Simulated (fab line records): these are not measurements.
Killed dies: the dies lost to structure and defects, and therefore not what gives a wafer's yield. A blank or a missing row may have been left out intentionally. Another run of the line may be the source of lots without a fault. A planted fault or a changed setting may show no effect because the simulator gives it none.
Split-lot study    flow n5-finfet    route with 1938 steps; 7 lots, 39 wafers read

## SPLIT DETAILS
At N5_BEOL_M1_TRENCH_ETCH_37 (etches SiOC in C4F6/O2, target depth 55.207 nm, time 29 s), the setting target-depth-a was moved away from the recipe's 552.07 angstrom on 18 of the 39 wafers read, by -39.0% to +29.3%. The other wafers ran this setting at the recipe's value.

## FROM THE SPLIT TO THE READING: what the file shows between them, 2 steps
- N5_BEOL_M1_ETCH_41: etches SiCN in CH3F/O2, target depth 31.9 nm, time 57.8 s
- N5_BEOL_M1_STRIP_97: strips in N2/H2, time 10 s

## THE READING
trench-depth-nm, in nm, at N5_BEOL_M1_OCD_MEAS_38. Typical for fault-free wafers on this fab line: 55.5 nm, with standard deviation 1.2 nm.

wafer   tool, chamber at the split  target-depth-a as run, angstrom  against the recipe  trench-depth-nm, nm  against lot-mates on the recipe
L080.1  rie-diel-05, 0              411.2                            -25.5%              42.1                 -12.3
L080.2  rie-diel-05, 3              411.2                            -25.5%              40.8                 -13.6
L080.3  rie-diel-05, 1              552.07                           recipe              53.8                 -
L080.4  rie-diel-05, 2              411.2                            -25.5%              41.3                 -13.1
L080.5  rie-diel-05, 1              552.07                           recipe              53.4                 -
L080.6  rie-diel-05, 0              552.07                           recipe              56.0                 -
L081.1  rie-diel-01, 3              447                              -19.0%              46.8                 -9.2
L081.2  rie-diel-01, 0              552.07                           recipe              55.3                 -
L081.3  rie-diel-01, 2              552.07                           recipe              55.7                 -
L081.4  rie-diel-01, 1              447                              -19.0%              46.1                 -9.9
L081.5  rie-diel-01, 1              552.07                           recipe              57.0                 -
L081.6  rie-diel-01, 0              447                              -19.0%              45.3                 -10.7
L084.1  rie-diel-05, 3              713.8                            +29.3%              71.0                 +15.5
L084.2  rie-diel-05, 1              713.8                            +29.3%              69.9                 +14.4
L084.3  rie-diel-05, 0              552.07                           recipe              55.9                 -
L084.4  rie-diel-05, 2              552.07                           recipe              54.9                 -
L084.5  rie-diel-05, 0              552.07                           recipe              55.8                 -
L084.6  rie-diel-05, 1              713.8                            +29.3%              69.6                 +14.1
L085.2  rie-diel-05, 1              552.07                           recipe              54.2                 -
L085.4  rie-diel-05, 3              552.07                           recipe              54.7                 -
L085.5  rie-diel-05, 0              552.07                           recipe              56.1                 -
L091.1  rie-diel-01, 0              552.07                           recipe              54.1                 -
L091.2  rie-diel-01, 2              552.07                           recipe              55.1                 -
L091.3  rie-diel-01, 3              552.07                           recipe              56.9                 -
L091.4  rie-diel-01, 1              336.9                            -39.0%              34.4                 -21.0
L091.5  rie-diel-01, 0              336.9                            -39.0%              33.5                 -21.9
L091.6  rie-diel-01, 1              336.9                            -39.0%              34.7                 -20.7
L093.1  rie-diel-01, 1              712.7                            +29.1%              72.8                 +17.0
L093.2  rie-diel-01, 3              712.7                            +29.1%              76.0                 +20.2
L093.3  rie-diel-01, 2              552.07                           recipe              55.0                 -
L093.4  rie-diel-01, 0              712.7                            +29.1%              71.0                 +15.2
L093.5  rie-diel-01, 2              552.07                           recipe              55.8                 -
L093.6  rie-diel-01, 1              552.07                           recipe              56.5                 -
L097.1  rie-diel-01, 2              713.9                            +29.3%              72.6                 +15.7
L097.2  rie-diel-01, 3              713.9                            +29.3%              74.8                 +17.9
L097.3  rie-diel-01, 1              552.07                           recipe              57.2                 -
L097.4  rie-diel-01, 0              552.07                           recipe              55.4                 -
L097.5  rie-diel-01, 3              552.07                           recipe              58.0                 -
L097.6  rie-diel-01, 0              713.9                            +29.3%              71.2                 +14.3

THE FIT
A straight line over all 39 wafers: trench-depth-nm changes by +0.554 nm for each +1% of target-depth-a; r = +0.99; the points scatter about the line by 1.4 nm.
The same after taking each lot's own level away (the mean of its wafers on the recipe; 39 wafers): +0.54 nm for each +1%; r = +0.99; scatter 1.2 nm.
On that fit, the largest move of target-depth-a shifts the reading by 21 nm.
From 54.40 to 56.87 nm: that is the span of the lots' own levels, equal to 2.1 times the standard deviation above.
The two slopes are in agreement: the lot-to-lot level therefore moves the slope only a little.
Check: with one of the wafers moved furthest among these (-39.0%) left out of the fit, the line predicts -20.9 nm for it against its lot-mates. It came out at -21 nm against them.

## THESE WAFERS: OTHER SPLITS
These wafers also went through other splits before the reading. Each is held against what the fit with the lots' levels taken away leaves over:
other split on the same wafers           wafers away from the commonest value  r with trench-depth-nm (lot level and that fit taken away)
N5_MOL_CONTACT_COAG_ETCHBACK_135 time-s  15                                    +0.07

## THE WHOLE CHAIN: every reading that the file lists as answering this split, in the file's order
step                       what it does                                               reading                                                                           change (the file's fit)                r (the file's)
N5_BEOL_M1_TRENCH_ETCH_37  etches SiOC in C4F6/O2, target depth 55.207 nm, time 29 s  etch.depth-nm (the simulator's own value, which no gauge read)                    +0.543 nm for each +1% of the setting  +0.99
N5_BEOL_M1_TRENCH_ETCH_37  etches SiOC in C4F6/O2, target depth 55.207 nm, time 29 s  BEOL_M1.feature-depth-nm (the simulator's own value, which no gauge read)         +0.544 nm for each +1% of the setting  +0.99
N5_BEOL_M1_TRENCH_ETCH_37  etches SiOC in C4F6/O2, target depth 55.207 nm, time 29 s  TiN_of_BEOL_M1_HM_DEP_02.thk-nm (the simulator's own value, which no gauge read)  -0.019 nm for each +1% of the setting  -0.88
N5_BEOL_M1_OCD_MEAS_38                                                                trench-depth-nm                                                                   +0.54 nm for each +1% of the setting   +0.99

## FILE'S OWN FIT
trench-depth-nm changes by +0.54 nm for each +1% of target-depth-a, r = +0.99.
